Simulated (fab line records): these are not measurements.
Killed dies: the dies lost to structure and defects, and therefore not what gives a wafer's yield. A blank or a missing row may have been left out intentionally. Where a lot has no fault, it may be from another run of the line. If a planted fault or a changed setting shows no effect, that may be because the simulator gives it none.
8D (eight disciplines) problem report, filled in by code    flow n5-finfet    the parts of the form that need people (team, actions taken, sign-off) are left out

1. THE ISSUE
At N5_BEOL_M4_ILD_DEP_00, susceptor-temp-C averages 335.32 C over 2 wafers from 2 lots, while fault-free wafers read 350.00 C, standard deviation 0.21. That is -70 standard deviations from the usual mean.
The step: deposits SiOC from DEMS/O2, target thk 79 nm, time 15.3 s.
First observed at day 11 06:25: wafer L922.1, on pecvd-03. At this step, 30 wafers from 10 lots have a number in the record. The rule behind "out" and "out of limits": a value lying over 4 standard deviations away from the usual mean. The other wafers with a number count as sound.

2. WHAT THIS IS AND IS NOT
question                     is                 is not
which readings at this step  susceptor-temp-C   heater-power-w, showerhead-plenum-p-Torr, throttle-valve-pct
which lots                   L922, L923         L908, L914, L918, L919, L920, L921, L924, L930
which wafers of those lots   L922.1, L923.2     L922.2, L922.4, L923.1, L923.3
read on which tools          pecvd-03           pecvd-01, pecvd-02
when                         from day 11 06:25  up to then (20 sound wafers); but 8 sound wafers of L923, L924, L930 came after

3. SUSPECTS, AND WHAT RULES EACH OUT
Counting: a tool at a process step up to the reading stays a suspect if it ran every lot that is out. Sound lots after the first of them don't rule it out here, since some wafers of a struck lot are sound.
- pvd-sputter-02 at N5_BEOL_M3_SPUTTER_48 (material Cu, target thk 4.5 nm, time 8.29 s): kept. It ran every lot that is out, first L922 (day 11 03:31); its last sound lot up to then is L918 (day 10 05:05).
- pvd-sputter-02 at N5_BEOL_M3_ANNEAL_49 (time 240 s): kept. It ran every lot that is out, first L922 (day 11 03:35); its last sound lot up to then is L918 (day 10 05:10).
- pvd-sputter-02 at N5_BEOL_M3_ANNEAL_89 (time 240 s): kept. It ran every lot that is out, first L922 (day 11 04:28); its last sound lot up to then is L918 (day 10 06:03).
- pecvd-03 at N5_BEOL_M4_ILD_DEP_00 (deposits SiOC from DEMS/O2, target thk 79 nm, time 15.3 s): kept. It ran every lot that is out, first L922 (day 11 06:25); its last sound lot up to then is L919 (day 10 10:44). On those wafers its own readings are out: susceptor-temp-C.
- Within pecvd-03 at N5_BEOL_M4_ILD_DEP_00: the wafers that are out ran in chamber 2; their sound lot-mates ran in chambers 0, 1.
Left after counting: pvd-sputter-02 at N5_BEOL_M3_SPUTTER_48, pvd-sputter-02 at N5_BEOL_M3_ANNEAL_49, pvd-sputter-02 at N5_BEOL_M3_ANNEAL_89, pecvd-03 at N5_BEOL_M4_ILD_DEP_00.

4. THE CAUSE (what the simulator had put in)
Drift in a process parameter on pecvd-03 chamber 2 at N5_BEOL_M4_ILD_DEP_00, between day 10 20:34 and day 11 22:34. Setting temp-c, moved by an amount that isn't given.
After counting, 4 suspects remain, this tool included.

5. SEQUENCE OF EFFECTS, ordered by route
Rows list readings where the struck wafers' mean (over those with a number) sits beyond 3 standard deviations from the usual. Scope: only readings with a usual standard deviation given in the record; hours: median across lots of the time from each lot's start at the first step in this table that gives one to its start at this step; sigmas: change in usual standard deviations.
hours  step                    reading           usual     on struck wafers  change  sigmas
0      N5_BEOL_M4_ILD_DEP_00   susceptor-temp-C  350.00 C  335.32            -14.68  -70
0      N5_BEOL_M4_THK_MEAS_01  M4_ILD_THK        78.9 nm   82.2              +3.2    +3.4
Process steps it contains:
- N5_BEOL_M4_ILD_DEP_00: deposits SiOC from DEMS/O2, target thk 79 nm, time 15.3 s.
At these later measuring or inspecting steps, every struck wafer for which the step has a row has a number for every such reading, and none has moved that far: N5_BEOL_M4_RC_MEAS_101.

6. HOW IT WOULD HAVE BEEN CAUGHT EARLIER
The fault began at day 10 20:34; the first out-of-limits reading in this record came at day 11 06:25, 10 hours later.
